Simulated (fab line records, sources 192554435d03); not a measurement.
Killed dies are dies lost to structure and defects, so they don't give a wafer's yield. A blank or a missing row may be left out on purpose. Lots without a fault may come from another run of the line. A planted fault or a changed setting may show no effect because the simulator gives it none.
fab line records | flow n5_finfet | part 1 of 2: steps 1 to 13 of 24
record lots=5 wafers=15 last_day=17
route steps=1938 shown BEOL_M5@1149
lots that met no fault: from a run of the same line without faults
start_h: hours from the record's first day to the start of the lot's first wafer shown | wait_h: hours since the lot's step before | " the same as in the row above | L1.1+2: a row that stands for several wafers | - no value, or no start given | * or withheld: withheld | < > ~ a bound
route shown NAME@n: a module of which the file shows steps, and the number in the route of the first | usual: mean/standard deviation of fault-free wafers | same: alike in all rows | chamber/n: place in a boat | sites: the reading at each site | _std_site: their standard deviation | _edge_site: outer sites' mean less inner sites' | radius_mm: how far each site lies from the wafer's centre | mask NAME#n: copy n | behind: the tool/chamber that last shaped the wafer | hold: why the lot was held/for how many hours/how that ended | device: the transistor (n, p or np) that didn't switch | end of line: the same wafers' tests at the end of the route | a step without rows: its recipe alone | killed: dies lost to structure and defects at the first sort, not the wafer's yield | map: a wafer's dies, x killed, . not, _ none there
set.NAME: the setting as run; set.NAME@STEP: as run at that earlier step | model.NAME: the simulator's own value behind a step, which no gauge read
lots at some steps of the route; a table a step, a row a wafer
services: from which hour (start_h, from the record's first day; less than 0 if before it) a tool's chamber was out of use, for how many hours, and why
## steps
# step N5_BEOL_M5_OVL_MEAS_29
# recipe points_per_wafer=522
# usual V4_OVL=0.2/0.64
# same points_per_wafer=522
# columns lot.wafer tool chamber start_h wait_h V4_OVL[nm]
L076.3 overlay-02 0 180.23 0.0 -1.1
L076.4 " 0 " " 0.1
L076.6 " 0 " " -0.2
L080.3 overlay-02 0 207.98 0.0 0.0
L080.4 " 0 " " 1.4
L080.5 " 0 " " 0.6
L081.1 overlay-01 0 216.06 0.1 0.3
L081.5 " 0 " " 0.7
L081.6 " 0 " " 0.7
L086.2 overlay-01 0 249.89 0.0 0.0
L086.3 " 0 " " 0.1
L086.6 " 0 " " -0.4
L096.3 overlay-02 0 308.54 0.0 0.0
L096.5 " 0 " " 0.0
L096.6 " 0 " " -0.3
# step N5_BEOL_M5_INSPECT_30
# recipe mode=adi inspect_instrument=brightfield
# usual raw_defect_count=390/100
# columns lot.wafer tool chamber start_h wait_h raw_defect_count
L076.3 defect_inspect-02 - 180.28 0.0 408
L076.4 " - " " 372
L076.6 " - " " 380
L080.3 defect_inspect-01 - 208.03 0.0 331
L080.4 " - " " 414
L080.5 " - " " 364
L081.1 defect_inspect-02 - 216.13 0.1 269
L081.5 " - " " 335
L081.6 " - " " 347
L086.2 defect_inspect-01 - 249.94 0.0 324
L086.3 " - " " 338
L086.6 " - " " 269
L096.3 defect_inspect-02 - 308.59 0.0 266
L096.5 " - " " 371
L096.6 " - " " 415
# step N5_BEOL_M5_DESCUM_33
# recipe chemistry=O2 time_s=7 source_power_w=50 bias_power_w=20 pressure_mtorr=20 rf_frequency_hz=2.712e+07 temp_c=40 resist=CAR-EUV o2_flow_sccm=225
# usual chamber_pressure_mTorr=20.001/0.018 drypump_motor_current_A=5.7/0.59 oes_product_au=0.82/0.086 rf_vpp_V=243.8/1.2 showerhead_plenum_p_Torr=2.14/0.062 throttle_valve_pct=20.31/0.27
# columns lot.wafer tool chamber start_h wait_h chamber_pressure_mTorr drypump_motor_current_A oes_product_au rf_hours_counter_h rf_vpp_V showerhead_plenum_p_Torr throttle_valve_pct
L076.3 rie_diel-03 3 180.67 0.4 20.013 6.2 0.93 15 245.7 2.24 20.41
L076.4 " 2 " " 20.008 5.1 0.69 228 241.5 1.99 20.67
L076.6 " 1 " " 20.009 5.4 0.75 - 245.6 2.18 20.58
L080.3 rie_diel-06 1 208.06 0.0 19.979 6.8 0.69 216 243.9 2.14 20.55
L080.4 " 0 " " 20.024 5.9 0.89 32 243.8 2.16 20.39
L080.5 " 2 " " 19.939 5.5 0.89 - 243.5 2.05 19.92
L081.1 rie_diel-06 2 216.34 0.2 19.995 5.5 0.88 26 242.5 2.05 19.93
L081.5 " 3 " " 20.011 5.9 0.76 - 241.9 2.09 20.26
L081.6 " 0 " " 20.001 5.9 0.89 - 245.5 2.16 20.38
L086.2 rie_diel-04 2 249.97 0.0 19.998 5.4 0.86 51 244.2 2.21 20.27
L086.3 " 3 " " 20.012 5.5 0.85 45 243.5 2.12 20.02
L086.6 " 2 " " 20.020 5.4 0.87 - 244.8 2.21 20.27
L096.3 rie_diel-04 0 308.76 0.2 19.983 6.4 0.82 78 244.4 2.13 20.73
L096.5 " 2 " " 20.049 5.4 0.83 - 244.5 2.21 20.29
L096.6 " 1 " " 20.009 4.7 0.88 - 245.3 2.14 19.92
# step N5_BEOL_M5_ETCH_75
# recipe chemistry=N2/H2 target=underlayer target_depth_a=65 mask_material=CAR-EUV time_s=5.2 ion_energy_ev=200 pressure_mtorr=30 source_w=840 bias_w=150 n2_flow_sccm=200 h2_flow_sccm=200 ends=cleared
# usual bias_w=150.0/0.39 chamber_pressure_mTorr=30.00/0.04 drypump_motor_current_A=5.7/0.59 etch_rf_on_time_s=5.15/0.081 n2_flow_sccm=200.1/0.59 oes_product_au=0.70/0.072 rf_vpp_V=525.2/2.6 showerhead_plenum_p_Torr=2.60/0.075 throttle_valve_pct=17.78/0.28
# columns lot.wafer tool chamber start_h wait_h bias_w chamber_pressure_mTorr drypump_motor_current_A etch_rf_on_time_s n2_flow_sccm oes_product_au rf_hours_counter_h rf_vpp_V showerhead_plenum_p_Torr throttle_valve_pct
L076.3 rie_diel-03 3 180.70 0.0 149.3 30.08 6.2 5.11 200.4 0.77 15 527.7 2.72 17.86
L076.4 " 2 " " 150.6 30.01 5.1 5.32 201.1 0.58 228 519.7 2.40 17.98
L076.6 " 1 " " 150.2 30.02 5.4 5.24 200.1 0.63 - 525.4 2.65 18.16
L080.3 rie_diel-06 1 208.10 0.0 150.0 30.00 6.8 5.25 200.1 0.59 216 526.4 2.63 18.22
L080.4 " 0 " " 149.9 29.98 5.9 5.23 200.0 0.77 32 525.0 2.61 17.73
L080.5 " 2 " " 149.6 30.04 5.5 5.10 199.6 0.77 - 521.4 2.51 17.41
L081.1 rie_diel-06 2 216.38 0.0 150.1 29.90 5.5 5.10 201.0 0.77 26 520.5 2.50 17.41
L081.5 " 3 " " 150.4 29.95 6.0 5.17 199.5 0.65 - 521.2 2.55 17.78
L081.6 " 0 " " 150.0 29.99 5.9 5.22 199.7 0.75 - 527.8 2.61 17.71
L086.2 rie_diel-04 2 250.01 0.0 149.9 30.06 5.4 5.01 200.6 0.75 51 530.4 2.69 17.74
L086.3 " 3 " " 149.6 30.11 5.5 5.14 201.2 0.72 45 525.4 2.60 17.54
L086.6 " 2 " " 150.8 30.05 5.4 5.01 200.3 0.75 - 529.8 2.69 17.75
L096.3 rie_diel-04 0 308.79 0.0 150.3 29.98 6.5 5.11 199.6 0.70 78 525.0 2.56 17.99
L096.5 " 2 " " 150.3 30.04 5.4 5.10 200.3 0.73 - 526.2 2.68 17.76
L096.6 " 1 " " 150.0 30.03 4.7 5.08 200.7 0.75 - 524.4 2.60 17.44
# step N5_BEOL_M5_ETCH_67
# recipe chemistry=CF4 target=SiARC target_depth_a=156 mask_material=CAR-EUV time_s=26 ion_energy_ev=80 pressure_mtorr=40 source_w=545 bias_w=36 Ar_flow_sccm=100 cf4_flow_sccm=100 ends=cleared
# usual bias_w=36.00/0.1 chamber_pressure_mTorr=40.00/0.036 drypump_motor_current_A=5.7/0.59 etch_rf_on_time_s=25.8/0.48 oes_product_au=0.70/0.073 rf_vpp_V=184.4/1.1 showerhead_plenum_p_Torr=2.18/0.058 throttle_valve_pct=15.47/0.27
# columns lot.wafer tool chamber start_h wait_h bias_w chamber_pressure_mTorr drypump_motor_current_A etch_rf_on_time_s oes_product_au rf_hours_counter_h rf_vpp_V showerhead_plenum_p_Torr throttle_valve_pct
L076.3 rie_diel-03 3 180.72 0.0 35.98 40.01 6.2 25.5 0.78 15 185.4 2.28 15.51
L076.4 " 2 " " 35.94 39.98 5.1 26.8 0.59 228 182.7 2.05 15.87
L076.6 " 1 " " 36.06 39.99 5.4 26.5 0.62 - 184.7 2.20 15.68
L080.3 rie_diel-06 1 208.11 0.0 36.07 39.98 6.8 26.3 0.59 216 185.1 2.20 15.85
L080.4 " 0 " " 35.95 40.03 5.9 26.4 0.76 32 184.7 2.18 15.33
L080.5 " 2 " " 35.83 39.98 5.4 25.2 0.77 - 182.3 2.11 15.14
L081.1 rie_diel-06 2 216.39 0.0 35.93 39.99 5.5 25.5 0.76 26 183.2 2.11 15.14
L081.5 " 3 " " 36.19 39.97 6.0 25.8 0.65 - 182.5 2.15 15.55
L081.6 " 0 " " 35.99 40.05 5.9 26.4 0.75 - 183.8 2.18 15.32
L086.2 rie_diel-04 2 250.03 0.0 36.13 40.00 5.4 25.1 0.74 51 186.8 2.26 15.44
L086.3 " 3 " " 36.19 39.99 5.5 25.7 0.73 45 182.6 2.18 15.29
L086.6 " 2 " " 36.25 39.94 5.4 25.1 0.75 - 185.3 2.26 15.43
L096.3 rie_diel-04 0 308.81 0.0 35.91 40.02 6.4 25.6 0.70 78 185.4 2.16 15.73
L096.5 " 2 " " 36.01 39.99 5.4 25.3 0.72 - 186.2 2.25 15.45
L096.6 " 1 " " 35.82 39.97 4.7 25.3 0.76 - 184.2 2.19 15.06
# step N5_BEOL_M5_ETCH_68
# recipe chemistry=N2/H2 target=SOC target_depth_a=800 overetch_a=160 mask_material=SiARC temp_c=40 time_s=120 ion_energy_ev=200 pressure_mtorr=30 source_w=840 bias_w=150 n2_flow_sccm=200 h2_flow_sccm=200
# usual bias_w=150.0/0.45 chamber_pressure_mTorr=30.00/0.031 drypump_motor_current_A=5.7/0.59 n2_flow_sccm=200.0/0.59 oes_product_au=0.63/0.06 rf_vpp_V=525.2/2.3 showerhead_plenum_p_Torr=2.60/0.075 throttle_valve_pct=17.73/0.28
# columns lot.wafer tool chamber start_h wait_h bias_w chamber_pressure_mTorr drypump_motor_current_A n2_flow_sccm oes_product_au rf_hours_counter_h rf_vpp_V showerhead_plenum_p_Torr throttle_valve_pct
L076.3 rie_diel-03 3 180.75 0.0 150.4 29.98 6.2 199.6 0.69 15 530.3 2.72 17.82
L076.4 " 2 " " 150.3 29.98 5.1 201.2 0.54 228 519.8 2.41 17.92
L076.6 " 1 " " 150.4 30.02 5.4 200.3 0.57 - 525.6 2.65 18.11
L080.3 rie_diel-06 1 208.14 0.0 149.9 29.99 6.8 200.8 0.53 216 524.4 2.63 18.18
L080.4 " 0 " " 150.3 30.02 6.0 199.4 0.69 32 525.4 2.61 17.68
L080.5 " 2 " " 148.9 30.03 5.5 200.1 0.67 - 522.9 2.51 17.36
L081.1 rie_diel-06 2 216.42 0.0 149.9 30.01 5.5 200.6 0.68 26 522.1 2.50 17.36
L081.5 " 3 " " 149.5 30.02 6.0 199.8 0.58 - 524.0 2.55 17.73
L081.6 " 0 " " 149.8 30.02 5.9 198.8 0.68 - 525.0 2.61 17.67
L086.2 rie_diel-04 2 250.05 0.0 149.7 30.05 5.4 199.2 0.65 51 527.4 2.69 17.71
L086.3 " 3 " " 150.1 30.02 5.5 199.6 0.64 45 523.9 2.60 17.48
L086.6 " 2 " " 149.6 29.96 5.4 200.0 0.66 - 529.1 2.69 17.70
L096.3 rie_diel-04 0 308.84 0.0 149.4 29.98 6.5 201.0 0.62 78 525.0 2.57 17.97
L096.5 " 2 " " 149.5 29.99 5.4 199.1 0.64 - 528.0 2.68 17.72
L096.6 " 1 " " 150.7 30.01 4.7 199.9 0.67 - 524.6 2.60 17.37
# step N5_BEOL_M5_STRIP_69
# recipe chemistry=N2/H2 temp_c=40 n2_flow_sccm=200 h2_flow_sccm=200 rf_frequency_hz=6e+07
# columns lot.wafer tool chamber start_h wait_h
L076.3+4+6 rie_diel-03 3,2,1 180.83 0.0
L080.3+4+5 rie_diel-06 1,0,2 208.22 0.0
L081.1+5+6 rie_diel-06 2,3,0 216.50 0.0
L086.2+3+6 rie_diel-04 2,3,2 250.13 0.0
L096.3+5+6 rie_diel-04 0,2,1 308.92 0.0
# step N5_BEOL_M5_STRIP_76
# recipe chemistry=N2/H2 temp_c=40 n2_flow_sccm=200 h2_flow_sccm=200 rf_frequency_hz=6e+07
# columns lot.wafer tool chamber start_h wait_h
L076.3+4+6 rie_diel-03 3,2,1 180.84 0.0
L080.3+4+5 rie_diel-06 1,0,2 208.23 0.0
L081.1+5+6 rie_diel-06 2,3,0 216.51 0.0
L086.2+3+6 rie_diel-04 2,3,2 250.14 0.0
L096.3+5+6 rie_diel-04 0,2,1 308.93 0.0
# step N5_BEOL_M5_VIA_ETCH_34
# recipe chemistry=C4F6/O2 target=SiCOH_lowk target_depth_a=883 mask_material=SOC taper_deg=4 time_s=39.2 ion_energy_ev=250 pressure_mtorr=30 source_w=345 bias_w=185 Ar_flow_sccm=300 C4F6_flow_sccm=10 O2_flow_sccm=10
# usual bias_w=185.0/0.61 chamber_pressure_mTorr=29.997/0.025 drypump_motor_current_A=5.7/0.58 oes_product_au=0.82/0.084 rf_vpp_V=666/11 showerhead_plenum_p_Torr=2.90/0.08 throttle_valve_pct=20.76/0.2
# columns lot.wafer tool chamber start_h wait_h bias_w chamber_pressure_mTorr drypump_motor_current_A oes_product_au rf_hours_counter_h rf_vpp_V showerhead_plenum_p_Torr throttle_valve_pct
L076.3 rie_diel-03 3 180.85 0.0 186.5 29.998 6.2 0.90 15 650 3.03 20.91
L076.4 " 2 " " 184.9 29.976 5.1 0.69 228 680 2.71 21.07
L076.6 " 1 " " 184.9 30.003 5.4 0.74 - 679 2.92 20.85
L080.3 rie_diel-06 1 208.24 0.0 184.6 29.976 6.8 0.68 216 652 2.91 21.00
L080.4 " 0 " " 185.3 29.979 5.9 0.88 32 683 2.92 20.74
L080.5 " 2 " " 184.8 29.994 5.5 0.91 - 664 2.80 20.43
L081.1 rie_diel-06 2 216.52 0.0 184.4 30.020 5.4 0.90 26 663 2.80 20.45
L081.5 " 3 " " 185.5 29.951 6.0 0.76 - 662 2.85 20.77
L081.6 " 0 " " 184.6 30.006 5.9 0.89 - 683 2.92 20.76
L086.2 rie_diel-04 2 250.15 0.0 185.7 30.022 5.4 0.86 51 653 3.01 20.80
L086.3 " 3 " " 184.9 30.025 5.5 0.85 45 671 2.91 20.64
L086.6 " 2 " " 185.1 30.001 5.4 0.87 - 652 3.02 20.78
L096.3 rie_diel-04 0 308.94 0.0 184.8 30.015 6.4 0.82 78 680 2.87 21.02
L096.5 " 2 " " 184.3 29.958 5.4 0.84 - 653 3.01 20.80
L096.6 " 1 " " 185.7 29.985 4.6 0.88 - 661 2.93 20.46
# step N5_BEOL_M5_STRIP_85
# recipe chemistry=C4F6/O2 resist=SiARC rf_frequency_hz=6e+07
# columns lot.wafer tool chamber start_h wait_h
L076.3+4+6 rie_diel-03 3,2,1 180.89 0.0
L080.3+4+5 rie_diel-06 1,0,2 208.28 0.0
L081.1+5+6 rie_diel-06 2,3,0 216.56 0.0
L086.2+3+6 rie_diel-04 2,3,2 250.19 0.0
L096.3+5+6 rie_diel-04 0,2,1 308.97 0.0
# step N5_BEOL_M5_STRIP_36
# recipe chemistry=N2/H2 power_w=450 temp_c=40 pressure_mtorr=20 rf_frequency_hz=6e+07 overash_fraction=0.3 bias_power_w=7 h2_frac=0.5 n2_flow_sccm=200 h2_flow_sccm=200
# usual chamber_pressure_mTorr=20.00/0.032 drypump_motor_current_A=5.7/0.59 n2_flow_sccm=200.0/0.64 oes_product_au=0.82/0.086 rf_vpp_V=59.4/1.5 showerhead_plenum_p_Torr=2.59/0.075 throttle_valve_pct=23.6/0.32
# columns lot.wafer tool chamber start_h wait_h chamber_pressure_mTorr drypump_motor_current_A n2_flow_sccm oes_product_au rf_hours_counter_h rf_vpp_V showerhead_plenum_p_Torr throttle_valve_pct
L076.3 rie_diel-03 3 180.90 0.0 19.96 6.2 200.6 0.92 15 59.3 2.72 23.7
L076.4 " 2 " " 20.01 5.1 200.2 0.69 228 58.1 2.40 23.6
L076.6 " 1 " " 19.95 5.4 200.1 0.74 - 57.7 2.65 24.1
L080.3 rie_diel-06 1 208.29 0.0 20.00 6.8 201.7 0.69 216 59.5 2.63 24.1
L080.4 " 0 " " 19.98 5.9 199.2 0.90 32 58.9 2.61 23.6
L080.5 " 2 " " 19.99 5.5 200.0 0.91 - 58.9 2.50 23.2
L081.1 rie_diel-06 2 216.57 0.0 20.00 5.5 201.9 0.89 26 59.2 2.50 23.2
L081.5 " 3 " " 20.04 6.0 200.3 0.76 - 57.7 2.55 23.4
L081.6 " 0 " " 20.01 5.9 199.3 0.90 - 60.1 2.61 23.6
L086.2 rie_diel-04 2 250.20 0.0 20.05 5.4 198.9 0.87 51 58.6 2.69 23.6
L086.3 " 3 " " 19.99 5.5 199.7 0.86 45 59.5 2.59 23.3
L086.6 " 2 " " 20.01 5.4 199.8 0.87 - 58.4 2.69 23.6
L096.3 rie_diel-04 0 308.98 0.0 20.02 6.5 201.2 0.82 78 58.8 2.56 23.8
L096.5 " 2 " " 20.01 5.4 199.6 0.85 - 59.1 2.68 23.6
L096.6 " 1 " " 20.05 4.7 200.6 0.88 - 56.3 2.59 23.4
# step N5_BEOL_M5_TRENCH_ETCH_37
# recipe chemistry=C4F6/O2 target_depth_a=716.52 target=SiCOH_lowk time_s=24.7 ion_energy_ev=250 pressure_mtorr=30 source_w=345 bias_w=185 Ar_flow_sccm=300 C4F6_flow_sccm=10 O2_flow_sccm=10
# usual bias_w=184.9/0.53 chamber_pressure_mTorr=29.999/0.027 drypump_motor_current_A=5.7/0.59 oes_product_au=0.82/0.085 rf_vpp_V=666/11 showerhead_plenum_p_Torr=2.90/0.08 throttle_valve_pct=20.80/0.2
# columns lot.wafer tool chamber start_h wait_h bias_w chamber_pressure_mTorr drypump_motor_current_A oes_product_au rf_hours_counter_h rf_vpp_V showerhead_plenum_p_Torr throttle_valve_pct
L076.3 rie_diel-03 3 - - 185.4 29.971 6.2 0.93 15 650 3.03 20.95
L076.4 " 2 " " 184.9 29.965 5.1 0.70 228 682 2.71 21.09
L076.6 " 1 " " 184.5 30.028 5.4 0.75 - 679 2.92 20.89
L080.3 rie_diel-06 1 - - 184.0 29.994 6.8 0.69 216 653 2.91 21.04
L080.4 " 0 " " 184.8 29.985 5.9 0.90 32 683 2.92 20.80
L080.5 " 2 " " 184.5 29.944 5.4 0.90 - 663 2.80 20.47
L081.1 rie_diel-06 2 - - 185.6 29.999 5.5 0.88 26 664 2.80 20.46
L081.5 " 3 " " 184.7 29.995 6.0 0.76 - 663 2.85 20.79
L081.6 " 0 " " 185.5 29.986 5.9 0.88 - 683 2.92 20.79
L086.2 rie_diel-04 2 - - 184.2 30.004 5.4 0.87 51 652 3.02 20.84
L086.3 " 3 " " 185.3 29.996 5.5 0.86 45 671 2.91 20.68
L086.6 " 2 " " 184.2 29.929 5.4 0.87 - 654 3.02 20.81
L096.3 rie_diel-04 0 - - 185.3 29.966 6.4 0.81 78 678 2.87 21.06
L096.5 " 2 " " 185.1 29.967 5.4 0.84 - 654 3.01 20.84
L096.6 " 1 " " 184.6 30.028 4.7 0.88 - 662 2.93 20.49
# step N5_BEOL_M5_ETCH_41
# recipe chemistry=CH3F/O2 target=SiCN target_depth_a=315 taper_deg=2 time_s=56.7 ion_energy_ev=120 mask_material=TiN pressure_mtorr=30 source_w=395 bias_w=75 Ar_flow_sccm=150 CH3F_flow_sccm=30 O2_flow_sccm=20
# usual bias_w=75.02/0.21 chamber_pressure_mTorr=30.005/0.026 drypump_motor_current_A=5.7/0.59 oes_product_au=0.82/0.085 rf_vpp_V=298.1/1.5 showerhead_plenum_p_Torr=2.04/0.059 throttle_valve_pct=16.19/0.24
# columns lot.wafer tool chamber start_h wait_h bias_w chamber_pressure_mTorr drypump_motor_current_A oes_product_au rf_hours_counter_h rf_vpp_V showerhead_plenum_p_Torr throttle_valve_pct
L076.3 rie_diel-03 3 - - 74.83 30.022 6.2 0.90 15 300.8 2.14 16.26
L076.4 " 2 " " 74.88 29.984 5.1 0.69 228 294.3 1.90 16.54
L076.6 " 1 " " 74.66 30.041 5.4 0.73 - 297.5 2.06 16.34
L080.3 rie_diel-06 1 - - 74.91 29.985 6.8 0.68 216 299.4 2.05 16.49
L080.4 " 0 " " 74.78 30.015 5.9 0.89 32 297.7 2.05 16.15
L080.5 " 2 " " 74.87 30.016 5.4 0.90 - 294.5 1.97 15.87
L081.1 rie_diel-06 2 - - 75.39 29.953 5.5 0.89 26 297.2 1.97 15.87
L081.5 " 3 " " 74.89 30.010 6.0 0.76 - 298.2 2.00 16.21
L081.6 " 0 " " 74.55 29.994 5.9 0.90 - 297.2 2.05 16.15
L086.2 rie_diel-04 2 - - 74.78 30.002 5.4 0.86 51 299.5 2.12 16.17
L086.3 " 3 " " 74.94 29.955 5.5 0.84 45 298.9 2.04 16.01
L086.6 " 2 " " 75.08 30.015 5.4 0.85 - 299.4 2.12 16.17
L096.3 rie_diel-04 0 - - 74.86 30.030 6.4 0.82 78 298.9 2.02 16.44
L096.5 " 2 " " 74.92 29.978 5.4 0.84 - 300.8 2.12 16.20
L096.6 " 1 " " 75.19 29.958 4.7 0.88 - 298.5 2.06 15.81
